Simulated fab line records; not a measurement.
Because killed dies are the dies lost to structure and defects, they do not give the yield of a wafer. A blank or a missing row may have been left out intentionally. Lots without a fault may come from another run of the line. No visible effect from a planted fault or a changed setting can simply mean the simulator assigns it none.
A lot that was struck, set against a sound lot | flow n5Finfet | 36 steps out of a route of 1938
Sound: wafers L818.1, L818.4, L818.5. Struck: wafer L832.1. (L832.4 of the same lot was not struck and is left out.) The cause comes at the end.
Each step with rows lists, per side, the tool, then ch with its chambers, then its first start. Under that, the readings that differ: sound wafers | struck wafers | difference of the means | sigmas: that difference in standard deviations of wafers without a fault.
alike: readings with means less than 2 such deviations apart, plus words and numbers identical on both sides. not compared: withheld readings, readings lacking a value on some wafer, bounds such as >300 that could conceal the same value, and numbers that have no deviation in the record and whose values overlap.
A row with sigmas, a row that says differs or no value, or rows on one side alone: a step with any of these is where the two part. When numbers do not overlap yet have no deviation, they are printed without sigmas and do not part them. Lack of a reading on every wafer of one side parts them only where that side has two or more wafers.

first, 8 steps without rows for these wafers: N5_BEOL_M7_SPUTTER_48 (material Cu, target thk 10 nm, time 1.667 s); N5_BEOL_M7_ECD_50 (material Cu, target thk 300 nm); N5_BEOL_M7_ANNEAL_51 (time 90 s); N5_BEOL_M7_CMP_52 (polishes, stops on SiCOH lowk, t overpolish 6.9 s, target thk 80 nm); N5_BEOL_M7_PRE_CLEAN_55 (time 15 s); N5_BEOL_M7_DEP_56 (deposits SiCN from 3MS/NH3, target thk 10 nm, time 17.5 s); N5_BEOL_M8_ILD_DEP_00 (deposits SiCOH lowk from DEMS/porogen, target thk 179.75 nm, time 33.4 s); N5_BEOL_M8_CURE_74 (cures SiCOH lowk, time 240 s).
N5_BEOL_M8_PECVD_70: deposits SiO2 from TEOS/O2, target thk 20 nm, time 22.7 s.
  sound on pecvd-02 ch 0,2, day 9 09:07; struck on pecvd-02 ch 2, day 12 14:22
reading                                   | sound        | struck | difference | sigmas
model.SiO2_of_BEOL_M8_PECVD_70.thkNm (nm) | 20.2 20 20.4 | 18.6   | -1.6       | 
  alike: heaterPowerW, showerheadPlenumPTorr, throttleValvePct
then, 25 steps without rows for these wafers: N5_BEOL_M8_HM_DEP_02 (deposits TiN, target thk 20 nm); N5_BEOL_M8_COAT_59 (time 60 s, resist thk 100 nm); N5_BEOL_M8_COAT_60 (time 60 s, resist thk 35 nm); N5_BEOL_M8_COAT_05 (resist thk 90 nm); N5_BEOL_M8_EBR_07; N5_BEOL_M8_SOFTBAKE_06 (time 60 s); N5_BEOL_M8_EXPOSE_08 (exposes mask M8); N5_BEOL_M8_PEB_09 (peb time 60 s); N5_BEOL_M8_DEVELOP_10 (develop time 30 s); N5_BEOL_M8_DESCUM_16 (chemistry O2, time 7.9 s); N5_BEOL_M8_ETCH_61 (etches SiARC in CF4, target depth 45.5 nm, time 75.8 s); N5_BEOL_M8_ETCH_62 (etches SOC in N2/H2, target depth 110 nm, overetch 22 nm, time 165 s); N5_BEOL_M8_STRIP_68 (strips in N2/H2); N5_BEOL_M8_STRIP_67 (strips in CF4); N5_BEOL_M8_HM_OPEN_17 (chemistry Cl2/BCl3, target TiN, target depth 20 nm, overetch 6 nm); N5_BEOL_M8_STRIP_19 (strips in O2); N5_BEOL_M8_COAT_63 (time 60 s, resist thk 60 nm); N5_BEOL_M8_COAT_64 (time 60 s, resist thk 12 nm); N5_BEOL_M8_COAT_71 (time 60 s, resist thk 5 nm); N5_BEOL_M8_COAT_22 (resist thk 30 nm); N5_BEOL_M8_EBR_24; N5_BEOL_M8_SOFTBAKE_23 (time 60 s); N5_BEOL_M8_EXPOSE_25 (exposes mask V7, target cd 40 nm); N5_BEOL_M8_PEB_26 (peb time 60 s); N5_BEOL_M8_DEVELOP_27 (develop time 30 s).
N5_BEOL_M8_HM_STRIP_39: strips TiN in peroxide tin strip, target depth 25 nm, time 158 s.
  sound on wetBench-06 ch 0,4,7, day 9 12:27; struck on wetBench-03 ch 0, day 12 18:30
reading                                   | sound      | struck | difference | sigmas
model.SiO2_of_BEOL_M8_PECVD_70.thkNm (nm) | 20 20 20.2 | 18.4   | -1.7       | 
following that, these wafers have no rows for 1 step: N5_PASSIVATION_PROBE_49.

== WHERE THEY PART ==
Nowhere in this record.

WHY: what had been put in by the simulator
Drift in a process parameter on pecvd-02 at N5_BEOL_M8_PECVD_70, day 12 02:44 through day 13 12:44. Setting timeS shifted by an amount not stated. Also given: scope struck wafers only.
